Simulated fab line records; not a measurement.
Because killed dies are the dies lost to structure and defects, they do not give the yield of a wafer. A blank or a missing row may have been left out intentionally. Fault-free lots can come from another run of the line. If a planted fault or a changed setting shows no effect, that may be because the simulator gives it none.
fab line records | flow nand_harc
[record] lots = 13 wafers = 35 last_day = 33
route steps=1302 shown A_SLIT@939 A_SIN_REMOVE@951 A_WL_FILL@957 END@1302
lots that met no fault: taken from a fault-free run of the same line
start_h: the number of hours between the record's first day and the start of the first shown wafer of the lot | wait_h: hours since the lot's step before | " as in the row above | L1.1+2: several wafers, shown together as one row | - either no value or no given start | * or withheld: withheld | < > ~ a bound
route shown NAME@n: NAME is a module with steps in the file, n the number in the route of the first one | usual: average and standard deviation across the fault-free wafers | same: alike in all rows | chamber/n: place in a boat | sites: readings site by site | _std_site: standard deviation of those values | _edge_site: inner sites' mean taken away from outer sites' mean | radius_mm: for every site, how far away it sits from the centre of the wafer | mask NAME#n: copy n | behind: the last tool/chamber to shape the wafer | hold: reason for holding the lot/hours on hold/outcome of the hold | device: transistor that didn't switch, given as n, p or np | end of line: the tests these same wafers got at the end of their route | a step given without rows: its recipe and nothing more | killed: at the first sort, the dies lost to defects and structure; wafer yield is something else | map: the dies of a wafer, with x for killed, . for not killed, _ for no die there
set.NAME: setting as actually run; set.NAME@STEP: the setting as run at that earlier step | model.NAME: the simulator's own value behind a step, which no gauge read
route steps across a sampled set of lots; one table per step, one row per wafer
services: the hour from which a tool's chamber was out of use, counted from the record's first day as start_h (under 0 if before that day), plus the number of hours and why
[[steps]]
[step NHARC_A_SLIT_ETCH_17]
[recipe] bias_v = 900 source_w = withheld pressure_mtorr = 20 ar_flow_sccm = 375 c4f8_flow_sccm = 83.3 o2_flow_sccm = 41.7 time_s = 4254.5 target_depth_a = 2.03e+05 chemistry = C4F8/O2/Ar
[usual] drypump_motor_current_A = 6.0/0.5 showerhead_plenum_p_Torr = 3.69/0.13 throttle_valve_pct = 32.045/0.0085
// columns lot.wafer tool chamber start_h wait_h drypump_motor_current_A rf_hours_counter_h showerhead_plenum_p_Torr throttle_valve_pct
L272.1 har_etch-01 0 463.80 - 5.9 254 3.65 32.060
L272.4 " 0 465.01 - 5.8 - 3.65 32.047
L272.6 " 0 466.22 - 5.9 - 3.65 32.055
L273.1 har_etch-02 0 464.24 - 6.6 42 3.92 32.049
L273.2 " 1 " " 5.3 42 3.63 32.046
L273.5 " 0 466.67 - 6.6 - 3.92 32.041
L276.2 har_etch-02 0 498.99 - 6.6 57 3.91 32.055
L276.6 " 0 501.37 - 6.6 - 3.91 32.048
L276.5 " 1 " " 5.3 - 3.62 32.043
L279.6 har_etch-02 0 515.61 - 6.6 - 3.90 32.058
L278.3 har_etch-01 0 517.40 - 5.9 - 3.63 32.043
L278.4 " 1 " " 6.0 - 3.63 32.043
L278.6 " 1 519.24 - 6.0 - 3.63 32.046
L277.6 har_etch-02 0 519.47 - 6.6 - 3.90 32.052
L287.1 har_etch-02 0 589.62 - 6.6 118 3.87 32.046
L287.4 " 0 590.81 - 6.6 - 3.87 32.054
L287.3 " 1 " " 5.3 - 3.59 32.064
L288.1 har_etch-02 1 602.31 - 5.3 126 3.59 32.039
L288.4 " 0 " " 6.6 - 3.87 32.049
L288.3 " 1 " " 5.3 - 3.59 32.044
L291.1 har_etch-02 1 643.37 - 5.3 145 3.58 32.042
L291.4 " 0 645.19 - 6.6 - 3.86 32.047
L291.6 " 0 646.40 - 6.6 - 3.86 32.047
L292.1 har_etch-01 1 655.35 - 6.0 361 3.59 32.052
L292.2 " 0 " " 5.8 361 3.59 32.043
L292.5 " 1 657.78 - 6.0 - 3.59 32.049
L294.2 har_etch-02 0 664.62 - 6.6 160 3.85 32.044
L294.4 " 0 665.84 - 6.6 - 3.85 32.042
L294.3 " 1 " " 5.3 - 3.57 32.040
L295.1 har_etch-01 1 672.54 - 6.0 373 3.58 32.033
L295.3 " 0 674.31 - 5.9 - 3.58 32.051
L295.6 " 0 675.49 - 5.9 - 3.58 32.059
L293.1 har_etch-02 0 675.52 - 6.6 168 3.84 32.040
L293.4 " 0 676.73 - 6.6 - 3.84 32.038
L293.5 " 1 " " 5.3 - 3.57 32.039
[step NHARC_A_SIN_REMOVE_INSPECT_04]
[usual] raw_defect_count = 386/85
// columns lot.wafer tool chamber start_h wait_h hold raw_defect_count
L273.1 defect_inspect-01 - 475.47 0.0 - 359
L273.2 " - " " - 386
L273.5 " - " " - 509
L272.1 defect_inspect-02 - 475.48 0.0 - 324
L272.4 " - " " - 377
L272.6 " - " " - 347
L276.2 defect_inspect-02 - 510.56 0.0 - 397
L276.5 " - " " - 431
L276.6 " - " " - 230
L279.6 defect_inspect-01 - 524.93 0.0 await_dispo/0.2h/release 998
L279.6 defect_inspect-01 - 525.10 0.2 - 1002
L278.3 defect_inspect-01 - 527.93 0.0 - 459
L278.4 " - " " - 560
L278.6 " - " " - 740
L277.6 defect_inspect-02 - 527.93 0.0 await_dispo/0.2h/release 901
L277.6 defect_inspect-02 - 528.10 0.2 - 912
L287.1 defect_inspect-01 - 601.24 0.0 - 376
L287.3 " - " " - 350
L287.4 " - " " - 431
L288.1 defect_inspect-01 - 613.34 0.0 - 308
L288.3 " - " " - 382
L288.4 " - " " - 319
L291.1 defect_inspect-02 - 655.06 0.1 - 335
L291.4 " - " " - 408
L291.6 " - " " - 383
L292.1 defect_inspect-01 - 667.48 0.0 - 340
L292.2 " - " " - 450
L292.5 " - " " - 543
L294.2 defect_inspect-02 - 676.38 0.0 - 379
L294.3 " - " " - 393
L294.4 " - " " - 469
L295.1 defect_inspect-01 - 684.14 0.0 - 383
L295.3 " - " " - 483
L295.6 " - " " - 380
L293.1 defect_inspect-02 - 686.93 0.0 - 286
L293.4 " - " " - 323
L293.5 " - " " - 411
[step NHARC_A_WL_FILL_ETCHBACK_04]
[recipe] target_depth_a = 600 time_s = 120 chemistry = NF3
[usual] drypump_motor_current_A = 5.7/0.36 oes_product_au = 1.005/0.012
// columns lot.wafer tool chamber start_h wait_h drypump_motor_current_A oes_product_au rf_hours_counter_h
L272.1 rie_metal-02 0 476.85 0.4 5.9 1.015 0.1
L272.4 " 1 " " 5.2 0.996 -
L272.6 " 0 " " 5.8 1.016 -
L273.2 rie_metal-01 1 477.00 0.3 6.3 1.023 1.2
L273.1 " 0 " " 5.6 1.013 1.2
L273.5 " 0 " " 5.6 1.016 -
L276.2 rie_metal-03 1 511.96 0.3 5.5 0.992 1.7
L276.5 " 0 " " 6.1 1.008 -
L276.6 " 1 " " 5.5 0.988 -
L278.4 rie_metal-01 1 529.59 0.2 6.3 0.999 -
L278.3 " 0 " " 5.6 1.027 -
L278.6 " 0 " " 5.5 1.025 -
L279.6 rie_metal-02 1 530.27 0.3 5.1 1.000 -
L277.6 rie_metal-03 0 532.12 0.2 6.1 1.022 -
L287.1 rie_metal-03 1 602.68 0.3 5.5 0.986 1.3
L287.4 " 1 " " 5.5 0.993 -
L287.3 " 0 " " 6.0 0.996 -
L288.1 rie_metal-03 0 616.23 0.3 6.1 0.992 1.7
L288.3 " 0 " " 6.1 0.995 -
L288.4 " 1 " " 5.4 0.989 -
L291.1 rie_metal-02 1 656.57 0.3 5.2 1.019 0.0
L291.4 " 0 " " 5.9 1.009 -
L291.6 " 1 " " 5.2 1.009 -
L292.1 rie_metal-02 1 668.82 0.3 5.2 1.018 0.2
L292.2 " 0 " " 5.9 1.008 0.2
L292.5 " 0 " " 5.9 1.014 -
L294.2 rie_metal-03 0 677.93 0.3 6.1 1.019 2.6
L294.3 " 1 " " 5.5 1.001 -
L294.4 " 0 " " 6.1 1.014 -
L295.1 rie_metal-02 1 685.53 0.4 5.2 1.023 0.7
L295.3 " 1 " " 5.2 1.023 -
L295.6 " 1 " " 5.2 1.014 -
L293.1 rie_metal-03 1 688.81 0.3 5.5 0.984 2.9
L293.4 " 1 " " 5.5 0.991 -
L293.5 " 1 " " 5.4 0.982 -
[step NHARC_A_WL_FILL_ETCHBACK_05]
[recipe] target_depth_a = 220 time_s = 60 temp_c = 40 chemistry = Cl2/BCl3
[usual] drypump_motor_current_A = 5.7/0.37 oes_product_au = 1.004/0.012
// columns lot.wafer tool chamber start_h wait_h drypump_motor_current_A oes_product_au rf_hours_counter_h
L272.1 rie_metal-02 1 477.07 0.2 5.2 0.991 0.2
L272.4 " 1 " " 5.2 0.990 -
L272.6 " 0 " " 5.9 1.020 -
L273.1 rie_metal-01 1 477.24 0.2 6.3 1.017 1.4
L273.2 " 0 " " 5.5 1.006 1.4
L273.5 " 0 " " 5.5 1.014 -
L276.2 rie_metal-03 0 512.17 0.2 6.0 1.010 3.4
L276.5 " 0 " " 6.1 1.007 -
L276.6 " 1 " " 5.5 1.000 -
L278.4 rie_metal-01 0 529.78 0.2 5.6 1.019 -
L278.3 " 1 " " 6.3 1.000 -
L278.6 " 1 " " 6.4 1.002 -
L279.6 rie_metal-02 0 530.39 0.1 5.9 1.010 -
L277.6 rie_metal-03 1 532.26 0.1 5.5 0.995 -
L287.1 rie_metal-03 0 602.92 0.2 6.1 0.982 1.4
L287.4 " 0 " " 6.1 0.992 -
L287.3 " 1 " " 5.4 0.995 -
L288.1 rie_metal-03 0 616.48 0.2 6.1 0.988 1.8
L288.3 " 1 " " 5.5 0.999 -
L288.4 " 0 " " 6.1 0.990 -
L291.1 rie_metal-02 0 656.82 0.2 5.9 1.006 0.1
L291.4 " 1 " " 5.1 1.011 -
L291.6 " 0 " " 5.9 1.009 -
L292.1 rie_metal-02 0 669.07 0.2 5.9 1.016 0.4
L292.2 " 1 " " 5.2 1.024 0.4
L292.5 " 0 " " 5.9 1.011 -
L294.2 rie_metal-03 0 678.16 0.2 6.1 1.002 2.8
L294.3 " 1 " " 5.5 0.987 -
L294.4 " 0 " " 6.1 1.010 -
L295.1 rie_metal-02 1 685.74 0.2 5.2 1.020 0.8
L295.3 " 0 " " 5.9 1.017 -
L295.6 " 0 " " 5.8 1.029 -
L293.1 rie_metal-03 1 689.25 0.4 5.4 0.973 3.1
L293.4 " 1 " " 5.4 0.983 -
L293.5 " 1 " " 5.4 0.987 -
[step NHARC_A_WL_FILL_ALD_10]
[recipe] target_thk_a = 500 pulse_time_s = 10 ald_cycles = 500 temp_c = 300 material = SiO2
[usual] heater_power_outer_w = 260/24 heater_power_w = 467/52 precursor_pulse_height_rel = 1.004/0.02
// columns lot.wafer tool chamber start_h wait_h heater_power_outer_w heater_power_w precursor_pulse_height_rel
L272.1 ald_hk-03 0 482.98 0.6 249 439 1.016
L272.4 " 2 484.00 1.6 329 591 1.014
L272.6 " 0 485.03 2.6 250 442 1.018
L273.2 ald_hk-04 2 483.55 1.1 264 474 0.998
L273.1 " 0 484.58 2.2 237 390 0.972
L273.5 " 2 485.62 3.2 267 509 1.012
L276.2 ald_hk-04 2 520.07 0.1 266 487 1.023
L276.6 " 2 522.13 2.1 281 488 1.011
L276.5 " 3 " " 232 428 1.003
L279.6 ald_hk-04 3 535.87 2.7 233 421 0.997
L278.4 ald_hk-04 3 536.92 0.1 230 434 1.009
L278.3 " 1 537.94 1.1 244 401 1.037
L278.6 " 3 538.97 2.1 229 438 1.015
L277.6 ald_hk-03 3 538.07 3.2 301 578 0.983
L287.3 ald_hk-04 2 611.69 0.1 272 486 0.992
L287.4 " 3 " " 233 422 0.997
L287.1 " 0 " " 231 408 0.969
L288.3 ald_hk-03 2 624.60 0.0 330 594 1.024
L288.4 " 0 625.63 1.1 235 424 0.968
L288.1 " 1 " " 261 466 1.019
L291.4 ald_hk-02 0 663.66 1.4 264 472 0.974
L291.1 " 1 " " 277 525 1.031
L291.6 " 0 665.73 3.4 270 487 1.029
L292.2 ald_hk-02 0 676.30 0.1 260 482 1.002
L292.1 " 1 " " 285 526 0.978
L292.5 " 0 678.35 2.1 260 492 0.999
L294.4 ald_hk-02 0 684.92 0.6 263 483 0.986
L294.3 " 1 " " 282 524 1.013
L294.2 " 2 " " 259 454 0.976
L295.3 ald_hk-02 1 692.71 0.6 280 521 1.024
L295.1 " 3 693.74 1.6 248 436 0.976
L295.6 " 0 " " 258 477 0.996
L293.1 ald_hk-04 0 692.72 0.6 223 381 1.012
L293.4 " 1 " " 250 426 0.986
L293.5 " 0 694.79 2.6 224 384 1.000
[step NHARC_END_SORT_01]
[recipe] temp_c = 25
[usual] killed_at_array = 47/18 killed_at_other = 0.9/1.1 killed_at_periphery = 4/3.1 killed_dies = 52/18 killed_open = 3.1/1.5 killed_short = 2.4/1.5
[same] gross_dies = 677
// columns lot.wafer tool chamber start_h wait_h killed_at_array killed_at_other killed_at_periphery killed_dies killed_open killed_short
L279.6 prober-01 0 646.15 4.0 97 0 4 101 0 3
L277.6 prober-02 0 659.78 3.9 100 2 6 108 0 1
L288.1 prober-01 0 714.05 2.5 47 0 1 48 4 3
L288.3 prober-01 0 715.68 3.1 30 2 2 34 1 2
L288.4 prober-01 0 716.49 3.4 48 1 1 50 3 2
L291.6 prober-01 0 754.10 4.0 57 0 2 59 5 1
// killed by level:class
L279.6 A_SLIT:unspecified=86 A_CHANNEL_HOLE_D1:chamber_film_flake=3 A_CHANNEL_FILL_D2:geometric_particle:short=2 P_ZERO_WELL:chamber_film_flake=2 P_GATE:chamber_film_flake=2 A_CHANNEL_HOLE_D1:geometric_particle:short=1 A_CHANNEL_FILL_D1:chamber_film_flake=1 A_CHANNEL_HOLE_D2:chamber_film_flake=1
L277.6 A_SLIT:unspecified=81 A_CHANNEL_HOLE_D2:chamber_film_flake=7 P_GATE:chamber_film_flake=6 A_WL_FILL:chamber_film_flake=5 A_CHANNEL_HOLE_D1:chamber_film_flake=3 A_SLIT:chamber_film_flake=3 THIN_TSV:chamber_film_flake=2 A_M0:geometric_particle:short=1
L288.1 A_CHANNEL_HOLE_D2:chamber_film_flake=21 A_CHANNEL_HOLE_D1:chamber_film_flake=9 A_SLIT:chamber_film_flake=5 A_STAIRCASE:chamber_film_flake=3 A_CHANNEL_FILL_D2:chamber_film_flake=2 P_GATE:geometric_particle:open=1 A_ONON_D1:geometric_particle:open=1 A_ONON_D1:geometric_particle:short=1
L288.3 A_CHANNEL_HOLE_D2:chamber_film_flake=14 A_STAIRCASE:chamber_film_flake=5 A_CHANNEL_HOLE_D1:chamber_film_flake=4 A_CHANNEL_FILL_D2:chamber_film_flake=2 THIN_TSV:chamber_film_flake=2 A_CONTACT:chamber_film_flake=2 P_CONTACT:geometric_particle:short=1 A_CHANNEL_FILL_D2:geometric_particle:short=1
L288.4 A_CHANNEL_HOLE_D2:chamber_film_flake=19 A_SLIT:chamber_film_flake=7 A_CHANNEL_HOLE_D1:chamber_film_flake=6 A_STAIRCASE:chamber_film_flake=6 A_CHANNEL_FILL_D2:chamber_film_flake=3 A_CONTACT:chamber_film_flake=3 P_CONTACT:geometric_particle:open=1 A_DECK1_JOINT:geometric_particle:short=1
L291.6 A_CHANNEL_HOLE_D2:chamber_film_flake=23 A_CHANNEL_HOLE_D1:chamber_film_flake=8 A_STAIRCASE:chamber_film_flake=6 A_SLIT:chamber_film_flake=6 A_M0:chamber_film_flake=5 A_WL_FILL:chamber_film_flake=2 P_M0:geometric_particle:open=1 A_SOURCE_PLATE:geometric_particle:open=1
[[services]]
// columns tool chamber start_h hours kind
rie_metal-02 - 454.00 9.0 pm
rie_metal-02 0 454.00 9.0 vent_cycle
rie_metal-02 1 454.00 9.0 vent_cycle
rie_metal-02 0 463.00 - clean
rie_metal-02 1 463.00 - clean
har_etch-01 - 467.94 3.5 repair
rie_metal-03 - 519.00 9.0 pm
rie_metal-03 0 519.00 9.0 vent_cycle
rie_metal-03 1 519.00 9.0 vent_cycle
rie_metal-03 0 528.00 - clean
rie_metal-03 1 528.00 - clean
ald_hk-02 - 530.64 10.0 pm
har_etch-01 - 532.82 12.5 repair
rie_metal-02 - 563.06 0.1 repair
har_etch-01 - 563.93 1.1 repair
ald_hk-03 - 569.46 10.0 pm
rie_metal-01 - 575.00 9.0 pm
ald_hk-03 - 606.78 1.1 repair
rie_metal-02 1 610.18 20.5 repair
rie_metal-01 - 612.56 0.6 repair
rie_metal-02 1 631.00 9.0 vent_cycle
rie_metal-02 0 640.00 - clean
rie_metal-02 1 640.00 - clean
rie_metal-03 0 687.83 19.4 repair
[[key]]
[first_sign] step = NHARC_A_SIN_REMOVE_INSPECT_04 reading = visit direction = added
[effect] step = NHARC_A_SIN_REMOVE_INSPECT_04 reading = raw_defect_count direction = up sigmas = 6.6 usual = 386 struck = 950
[effect] step = NHARC_END_SORT_01 reading = killed_at_array direction = up sigmas = 2.9 usual = 47 struck = 98
[more_kills_born_at] NHARC_A_SLIT_ETCH_17@har_etch-02 = 140
met_at NHARC_A_SLIT_ETCH_17
struck_lots L277,L279
struck_wafers L277.6,L279.6
tester_left_out L277,L279
not_acting_at NHARC_A_WL_FILL_ETCHBACK_04,NHARC_A_WL_FILL_ETCHBACK_05,NHARC_A_WL_FILL_ALD_10
onset_between 498.99 515.61
[fault] kind = chamber_particle_source tool = har_etch-02 chamber = 0 onset_h = 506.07 steps = NHARC_A_SLIT_ETCH_17 rate_per_visit_cm2 = 0.92418 end_h = 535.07
// tester_left_out: of these lots the tester's yield and bins aren't shown, on N5 and GAA mostly nor the transistor test; their killed dies are dies lost to structure and defects alone, not to doping, threshold or leakage, so they don't give the yield
